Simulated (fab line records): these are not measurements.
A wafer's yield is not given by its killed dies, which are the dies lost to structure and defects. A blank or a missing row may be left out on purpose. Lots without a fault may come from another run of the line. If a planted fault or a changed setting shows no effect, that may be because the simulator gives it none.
fab line records    flow nand_harc
[record] lots = 11  wafers = 33  last_day = 23
route steps=1159 shown P_STI@89 P_GATE@124 END@1159
lots untouched by any fault: they come from a run of this same line in which no faults occurred
start_h: hours from the record's first day to the start of the lot's first wafer shown    wait_h: hours from the lot's prior step to this one    " repeats the value in the row above    L1.1+2: a row that stands for several wafers    - no value present, or no start provided    * or withheld: withheld    < > ~ a bound
route shown NAME@n: a module of which the file shows steps, and the number in the route of the first    usual: mean and standard deviation over wafers with no fault    same: alike in all rows    chamber/n: place in a boat    sites: readings site by site    _std_site: their standard deviation    _edge_site: mean of outer sites minus mean of inner sites    radius_mm: for every site, how far away it sits from the centre of the wafer    mask NAME#n: copy n    behind: the most recent tool/chamber to have shaped the wafer    hold: why the lot was held/for how many hours/how that ended    device: which transistor (n, p or np) failed to switch    end of line: the same wafers' tests at the end of the route    a step with no rows: only its recipe    killed: at the first sort, the dies lost to defects and structure; wafer yield is something else    map: dies across one wafer; x = killed, . = not, _ = none there
set.NAME: the run value of the setting; set.NAME@STEP: its run value at that earlier step    model.NAME: the simulator's own value behind a step, which no gauge read
steps of the route over a sample of lots; a table a step, a row a wafer
services: from which hour (start_h, from the record's first day; less than 0 if before it) a tool's chamber was out of use, for how many hours, and why
[[steps]]
[step NHARC_P_STI_ETCH_31]
[recipe] target_depth_a = 1089  time_s = 54.5  cf4_flow_sccm = 100  chf3_flow_sccm = 30  ar_flow_sccm = 0  rf_w = 500  bias_w = 200  chemistry = CF4/CHF3
[usual] drypump_motor_current_A = 5.6/0.35  oes_product_au = 0.961/0.02  rf_vpp_V = 371.0/2.3  showerhead_plenum_p_Torr = 1.58/0.068  throttle_valve_pct = 16.802/0.0083
lot.wafer  tool         chamber  start_h  wait_h  drypump_motor_current_A  oes_product_au  rf_hours_counter_h  rf_vpp_V  showerhead_plenum_p_Torr  throttle_valve_pct
L720.1     rie_diel-12  1        -        -       6.1                      0.977           0.1                 368.3     1.52                      16.802
L720.3     "            3        "        "       5.4                      0.969           0.1                 373.9     1.66                      16.811
L720.5     "            0        "        "       6.4                      0.981           -                   374.0     1.68                      16.792
L723.4     rie_diel-10  0        -        -       5.9                      0.943           1.6                 371.3     1.58                      16.808
L723.3     "            1        "        "       5.2                      0.970           1.8                 369.2     1.51                      16.797
L723.6     "            3        "        "       5.5                      0.949           -                   372.9     1.64                      16.806
L726.3     rie_diel-12  2        -        -       5.4                      0.948           1.2                 371.3     1.58                      16.799
L726.1     "            3        "        "       5.4                      0.957           1.0                 373.8     1.66                      16.793
L726.5     "            1        "        "       6.1                      0.978           -                   367.2     1.52                      16.804
L728.3     rie_diel-10  1        -        -       5.2                      0.946           2.9                 368.2     1.51                      16.804
L728.2     "            3        "        "       5.4                      0.946           2.7                 373.4     1.64                      16.810
L728.5     "            2        "        "       5.6                      0.945           -                   366.5     1.48                      16.805
L729.1     rie_diel-12  2        -        -       5.4                      0.971           1.5                 371.5     1.58                      16.804
L729.6     "            2        "        "       5.4                      0.977           -                   370.7     1.58                      16.809
L729.5     "            3        "        "       5.4                      0.974           -                   374.2     1.66                      16.812
L732.3     rie_diel-10  0        -        -       5.9                      0.933           3.2                 370.7     1.58                      16.782
L732.5     "            0        "        "       5.8                      0.932           -                   370.2     1.58                      16.800
L732.6     "            1        "        "       5.2                      0.932           -                   367.7     1.51                      16.792
L734.1     rie_diel-06  0        -        -       5.5                      0.958           4.0                 371.4     1.61                      16.811
L734.6     "            3        "        "       5.7                      0.980           -                   371.7     1.57                      16.803
L734.5     "            0        "        "       5.5                      0.954           -                   371.8     1.61                      16.812
L736.1     rie_diel-10  3        -        -       5.4                      0.953           4.4                 372.3     1.64                      16.795
L736.2     "            1        "        "       5.2                      0.964           4.6                 368.3     1.51                      16.798
L736.6     "            2        "        "       5.5                      0.963           -                   367.4     1.48                      16.799
L737.4     rie_diel-06  0        -        -       5.5                      0.964           4.6                 372.4     1.61                      16.800
L737.3     "            1        "        "       5.7                      0.968           4.8                 369.3     1.55                      16.790
L737.1     "            3        "        "       5.6                      1.001           4.8                 369.1     1.57                      16.801
L738.4     rie_diel-10  3        -        -       5.4                      0.967           5.2                 374.6     1.64                      16.805
L738.2     "            0        "        "       5.8                      0.975           4.2                 372.4     1.58                      16.802
L738.5     "            0        "        "       5.9                      0.968           -                   371.4     1.58                      16.799
L739.3     rie_diel-06  3        -        -       5.6                      0.951           5.8                 371.6     1.57                      16.791
L739.4     "            0        "        "       5.5                      0.925           5.6                 371.8     1.61                      16.797
L739.5     "            1        "        "       5.6                      0.933           -                   369.3     1.55                      16.796
[step NHARC_P_GATE_DESCUM_13]
[recipe] time_s = 3  o2_flow_sccm = 200  ar_flow_sccm = 0  bias_power_w = 0  chemistry = O2
[usual] drypump_motor_current_A = 5.7/0.39  oes_product_au = 1.004/0.013  rf_vpp_V = 58.0/0.93  showerhead_plenum_p_Torr = 1.95/0.078  throttle_valve_pct = 11.312/0.0089
lot.wafer  tool         chamber  start_h  wait_h  drypump_motor_current_A  oes_product_au  rf_hours_counter_h  rf_vpp_V  showerhead_plenum_p_Torr  throttle_valve_pct
L720.1     rie_diel-13  0        69.23    -       5.6                      1.007           49                  57.1      1.77                      11.312
L720.3     "            3        "        "       5.6                      1.012           47                  56.6      2.04                      11.312
L720.5     "            1        "        "       5.6                      0.994           -                   58.6      2.04                      11.326
L723.3     rie_diel-05  1        85.37    -       5.1                      1.004           14                  57.1      1.98                      11.306
L723.4     "            2        "        "       6.4                      1.019           15                  57.6      1.83                      11.311
L723.6     "            1        "        "       5.2                      1.006           -                   58.7      1.98                      11.316
L726.3     rie_diel-13  2        112.38   -       6.0                      1.010           1                   59.1      2.04                      11.333
L726.1     "            3        "        "       5.6                      1.016           1                   57.7      2.04                      11.311
L726.5     "            0        "        "       5.6                      0.979           -                   59.7      2.08                      11.319
L728.2     rie_diel-05  2        121.39   -       6.4                      1.020           22                  56.8      1.83                      11.314
L728.3     "            3        "        "       5.4                      1.019           22                  58.2      1.91                      11.312
L728.5     "            2        "        "       6.4                      1.022           -                   57.3      1.83                      11.305
L729.1     rie_diel-07  0        132.43   -       6.3                      1.009           24                  59.1      1.91                      11.302
L729.5     "            3        "        "       5.8                      1.029           -                   58.3      1.97                      11.324
L729.6     "            0        "        "       6.3                      0.996           -                   56.7      1.91                      11.309
L732.3     rie_diel-05  3        151.48   -       5.4                      1.006           25                  57.3      1.91                      11.304
L732.5     "            3        "        "       5.4                      1.014           -                   57.3      1.91                      11.299
L732.6     "            0        "        "       5.4                      1.015           -                   58.4      1.96                      11.325
L734.1     rie_diel-05  2        151.59   -       6.4                      1.032           27                  58.3      1.83                      11.319
L734.6     "            3        "        "       5.4                      1.011           -                   57.2      1.91                      11.319
L734.5     "            0        "        "       5.4                      1.000           -                   58.0      1.96                      11.301
L736.2     rie_diel-07  3        164.82   -       5.8                      1.027           39                  59.3      1.96                      11.312
L736.1     "            0        "        "       6.3                      1.007           39                  57.1      1.90                      11.318
L736.6     "            2        "        "       5.9                      1.012           -                   58.0      1.93                      11.316
L737.3     rie_diel-05  0        175.20   -       5.4                      0.979           1                   58.9      1.96                      11.312
L737.4     "            2        "        "       6.4                      1.013           1                   57.4      1.83                      11.315
L737.1     "            3        "        "       5.4                      1.005           1                   59.3      1.91                      11.307
L738.4     rie_diel-05  2        181.79   -       6.4                      1.019           2                   56.6      1.83                      11.305
L738.2     "            0        "        "       5.4                      0.975           3                   59.1      1.96                      11.320
L738.5     "            2        "        "       6.4                      1.009           -                   56.4      1.83                      11.315
L739.3     rie_diel-13  3        181.96   -       5.6                      1.015           26                  58.7      2.03                      11.315
L739.4     "            1        "        "       5.6                      0.959           28                  58.6      2.02                      11.317
L739.5     "            2        "        "       6.0                      0.996           -                   58.1      2.03                      11.307
[step NHARC_P_GATE_PEB_24]
[recipe] peb_temp_c = 100  peb_time_s = 65
[usual] exhaust_pa = 45.1/0.79  heater_power_total_W = 156.6/0.4  plate_temp_C = 100.04/0.13
lot.wafer  tool            chamber  start_h  wait_h  exhaust_pa  heater_power_total_W  plate_temp_C
L720.1     litho_track-04  0        85.25    0.1     45.7        156.7                 99.85
L720.3     "               0        "        "       45.6        155.9                 99.75
L720.5     "               0        "        "       44.8        156.5                 99.75
L723.3     litho_track-06  0        98.68    0.0     45.9        156.8                 100.16
L723.4     "               0        "        "       44.1        156.7                 100.22
L723.6     "               0        "        "       46.3        156.7                 99.99
L726.1     litho_track-06  0        129.90   0.1     45.8        157.0                 100.03
L726.3     "               0        "        "       45.8        157.2                 100.01
L726.5     "               0        "        "       45.4        157.1                 100.05
L728.2     litho_track-04  0        135.76   0.1     43.6        156.3                 100.12
L728.3     "               0        "        "       45.3        156.3                 100.01
L728.5     "               0        "        "       44.5        156.2                 100.02
L729.1     litho_track-06  0        146.56   0.1     44.8        156.4                 100.27
L729.5     "               0        "        "       44.9        156.3                 100.28
L729.6     "               0        "        "       45.5        156.2                 100.10
L734.1     litho_track-04  0        166.22   0.1     43.9        156.5                 100.17
L734.5     "               0        "        "       43.8        156.3                 100.22
L734.6     "               0        "        "       46.4        156.4                 99.99
L732.3     litho_track-06  0        166.86   0.0     46.3        156.2                 100.00
L732.5     "               0        "        "       45.2        157.1                 100.06
L732.6     "               0        "        "       45.0        156.2                 100.07
L736.1     litho_track-04  0        179.08   0.1     44.8        157.1                 100.18
L736.2     "               0        "        "       45.1        156.8                 99.99
L736.6     "               0        "        "       44.7        156.6                 100.09
L737.1     litho_track-06  0        191.29   0.1     46.4        167.0                 -
L737.3     "               0        "        "       45.0        157.1                 99.90
L737.4     "               0        "        "       44.7        156.5                 100.06
L739.3     litho_track-06  0        195.86   0.0     44.5        156.9                 100.00
L739.4     "               0        "        "       44.7        156.5                 100.06
L739.5     "               0        "        "       44.6        166.1                 -
L738.2     litho_track-06  0        196.44   0.1     44.4        157.1                 100.12
L738.4     "               0        "        "       45.1        156.7                 99.97
L738.5     "               0        "        "       45.5        167.0                 -
[step NHARC_P_GATE_CD_MEAS_26]
[recipe] target_cd_nm = 120  landing_energy_ev = 500
[usual] cd_nm = 120.0/0.74
lot.wafer  tool       chamber  start_h  wait_h  cd_nm
L720.1     cd_sem-02  0        85.33    -       120.3
L720.3     "          0        "        "       120.8
L720.5     "          0        "        "       121.4
L723.3     cd_sem-01  0        98.77    -       119.3
L723.4     "          0        "        "       120.5
L723.6     "          0        "        "       119.6
L726.1     cd_sem-03  0        129.98   -       119.1
L726.3     "          0        "        "       120.3
L726.5     "          0        "        "       119.8
L728.2     cd_sem-01  0        135.84   -       120.2
L728.3     "          0        "        "       120.6
L728.5     "          0        "        "       120.6
L729.1     cd_sem-01  0        146.64   -       118.9
L729.5     "          0        "        "       119.4
L729.6     "          0        "        "       119.2
L734.1     cd_sem-02  0        166.30   -       120.8
L734.5     "          0        "        "       120.5
L734.6     "          0        "        "       120.3
L732.3     cd_sem-02  0        166.94   -       119.8
L732.5     "          0        "        "       119.0
L732.6     "          0        "        "       119.4
L736.1     cd_sem-01  0        179.16   -       120.9
L736.2     "          0        "        "       119.4
L736.6     "          0        "        "       120.4
L737.1     cd_sem-03  0        191.37   -       122.3
L737.3     "          0        "        "       120.3
L737.4     "          0        "        "       118.5
L739.3     cd_sem-03  0        195.94   -       119.7
L739.4     "          0        "        "       119.2
L739.5     "          0        "        "       123.4
L738.2     cd_sem-01  0        196.52   -       120.9
L738.4     "          0        "        "       120.2
L738.5     "          0        "        "       124.6
[step NHARC_P_GATE_HM_OPEN_105]
[recipe] target_depth_a = 3600  o2_flow_sccm = 400  cos_flow_sccm = 20  ar_flow_sccm = 0  rf_w = 500  bias_w = 300  chemistry = O2/COS
[usual] drypump_motor_current_A = 5.8/0.37  oes_product_au = 1.002/0.012  rf_vpp_V = 468.3/2.4  showerhead_plenum_p_Torr = 3.18/0.11  throttle_valve_pct = 28.330/0.009
lot.wafer  tool         chamber  start_h  wait_h  drypump_motor_current_A  oes_product_au  rf_hours_counter_h  rf_vpp_V  showerhead_plenum_p_Torr  throttle_valve_pct
L720.3     rie_diel-05  1        -        -       5.2                      0.999           14                  469.0     3.22                      28.315
L720.1     "            3        "        "       5.4                      1.010           14                  466.4     3.12                      28.327
L720.5     "            0        "        "       5.4                      1.003           -                   470.4     3.21                      28.336
L723.3     rie_diel-13  0        -        -       5.6                      1.018           57                  461.4     2.89                      28.319
L723.4     "            1        "        "       5.6                      0.997           58                  469.5     3.31                      28.328
L723.6     "            3        "        "       5.6                      1.010           -                   470.3     3.31                      28.338
L726.1     rie_diel-13  1        -        -       5.6                      0.977           9                   471.6     3.30                      28.324
L726.3     "            2        "        "       6.0                      0.999           8                   471.1     3.31                      28.311
L726.5     "            3        "        "       5.7                      1.006           -                   470.1     3.31                      28.338
L728.3     rie_diel-05  2        -        -       6.4                      1.015           25                  465.1     2.99                      28.324
L728.2     "            0        "        "       5.4                      1.011           24                  468.7     3.20                      28.317
L728.5     "            3        "        "       5.4                      1.006           -                   467.3     3.12                      28.331
L729.1     rie_diel-13  2        -        -       6.0                      0.999           13                  471.2     3.31                      28.327
L729.5     "            2        "        "       6.0                      1.005           -                   469.5     3.31                      28.352
L729.6     "            3        "        "       5.6                      1.006           -                   470.1     3.31                      28.330
L734.1     rie_diel-13  3        -        -       5.6                      1.018           19                  470.1     3.30                      28.330
L734.6     "            0        "        "       5.6                      1.006           -                   472.6     3.36                      28.329
L734.5     "            1        "        "       5.6                      0.982           -                   470.8     3.30                      28.326
L732.3     rie_diel-13  2        -        -       6.0                      1.007           21                  469.9     3.30                      28.334
L732.5     "            3        "        "       5.6                      1.011           -                   470.4     3.30                      28.348
L732.6     "            0        "        "       5.6                      0.998           -                   471.6     3.36                      28.349
L736.1     rie_diel-07  1        -        -       6.0                      0.989           46                  467.4     3.15                      28.336
L736.2     "            2        "        "       5.9                      1.001           45                  467.5     3.14                      28.329
L736.6     "            1        "        "       6.1                      0.983           -                   466.5     3.15                      28.322
L737.4     rie_diel-05  3        -        -       5.4                      0.997           3                   466.2     3.11                      28.316
L737.3     "            0        "        "       5.4                      0.969           4                   468.7     3.20                      28.327
L737.1     "            1        "        "       5.2                      1.001           4                   469.9     3.21                      28.348
L739.4     rie_diel-05  1        -        -       5.2                      1.008           5                   468.0     3.21                      28.317
L739.3     "            3        "        "       5.4                      1.008           4                   468.1     3.11                      28.334
L739.5     "            1        "        "       5.2                      0.997           -                   468.5     3.21                      28.328
L738.4     rie_diel-05  3        -        -       5.4                      1.002           4                   467.5     3.11                      28.320
L738.2     "            2        "        "       6.4                      1.011           4                   465.3     2.99                      28.334
L738.5     "            3        "        "       5.4                      1.008           -                   466.5     3.11                      28.316
[step NHARC_END_SORT_01]
[recipe] temp_c = 25
[usual] killed_at_array = 29/11  killed_at_other = 0.5/0.89  killed_at_periphery = 3.3/2  killed_dies = 32/11  killed_open = 3.1/1.9  killed_short = 2.3/1.6
[same] gross_dies = 677
lot.wafer  tool       chamber  start_h  wait_h  killed_at_array  killed_at_other  killed_at_periphery  killed_dies  killed_open  killed_short
L739.3     prober-02  0        548.21   3.1     44               1                2                    47           3            3
L739.5     prober-02  0        549.79   3.7     57               0                2                    59           9            1
// killed by level:class
L739.3 A_CHANNEL_HOLE_D1:chamber_film_flake=20 A_SLIT:chamber_film_flake=15 A_STAIRCASE:chamber_film_flake=3 A_CHANNEL_FILL_D1:geometric_particle:open=2 A_CONTACT:chamber_film_flake=2 P_STI:geometric_particle:short=1 A_SGD_CUT:geometric_particle:short=1 A_WL_FILL:geometric_particle:short=1
L739.5 A_CHANNEL_HOLE_D1:chamber_film_flake=24 A_SLIT:chamber_film_flake=15 A_STAIRCASE:chamber_film_flake=7 A_WL_FILL:geometric_particle:open=2 A_CONTACT:geometric_particle:open=2 A_M0:geometric_particle:open=2 P_CONTACT:geometric_particle:open=1 A_ONON_D1:geometric_particle:short=1
[[services]]
tool            chamber  start_h  hours  kind
rie_diel-12     -        15.23    1.2    repair
rie_diel-05     0        20.28    -      clean
rie_diel-05     1        20.28    -      clean
rie_diel-05     2        20.28    -      clean
rie_diel-12     -        25.42    9.0    pm
rie_diel-07     -        51.27    9.0    pm
rie_diel-10     0        53.55    4.6    repair
rie_diel-05     -        55.36    1.2    repair
rie_diel-10     1        56.57    5.7    repair
rie_diel-06     -        64.20    9.0    pm
rie_diel-12     3        94.92    20.1   repair
rie_diel-13     0        96.44    1.2    repair
rie_diel-13     -        99.19    9.0    pm
rie_diel-10     0        114.16   16.0   repair
rie_diel-05     -        114.85   0.5    repair
litho_track-06  -        117.00   7.0    pm
rie_diel-12     1        122.14   21.0   repair
rie_diel-05     3        126.77   6.1    repair
rie_diel-12     -        138.51   0.4    repair
litho_track-04  -        141.00   7.0    pm
rie_diel-05     -        163.79   9.0    pm
rie_diel-10     -        176.61   9.0    pm
rie_diel-07     2        186.47   15.0   repair
rie_diel-05     -        195.55   0.5    repair
[[key]]
[first_sign] step = NHARC_P_GATE_PEB_24  reading = heater_power_total_W  direction = up  sigmas = 25  usual = *  struck = *
[effect] step = NHARC_P_GATE_CD_MEAS_26  reading = cd_nm  direction = up  sigmas = 4.7  usual = 120.0  struck = 123.4
met_at NHARC_P_GATE_PEB_24
struck_lots L737,L738,L739
struck_wafers L737.1,L738.5,L739.5
tester_left_out L737,L738,L739
not_acting_at NHARC_P_STI_ETCH_31,NHARC_P_GATE_DESCUM_13,NHARC_P_GATE_HM_OPEN_105
onset_between 166.86 191.29
[fault] kind = process_parameter_drift  tool = litho_track-06  chamber = -  onset_h = 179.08  steps = NHARC_P_GATE_PEB_24  channel = peb_time_s  offset = *  shape = step  end_h = 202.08  scope = struck_wafers_only  acts_in = *  stated = *
// tester_left_out: of these lots the tester's yield and bins aren't shown, on N5 and GAA mostly nor the transistor test; their killed dies are dies lost to structure and defects alone, not to doping, threshold or leakage, so they don't give the yield
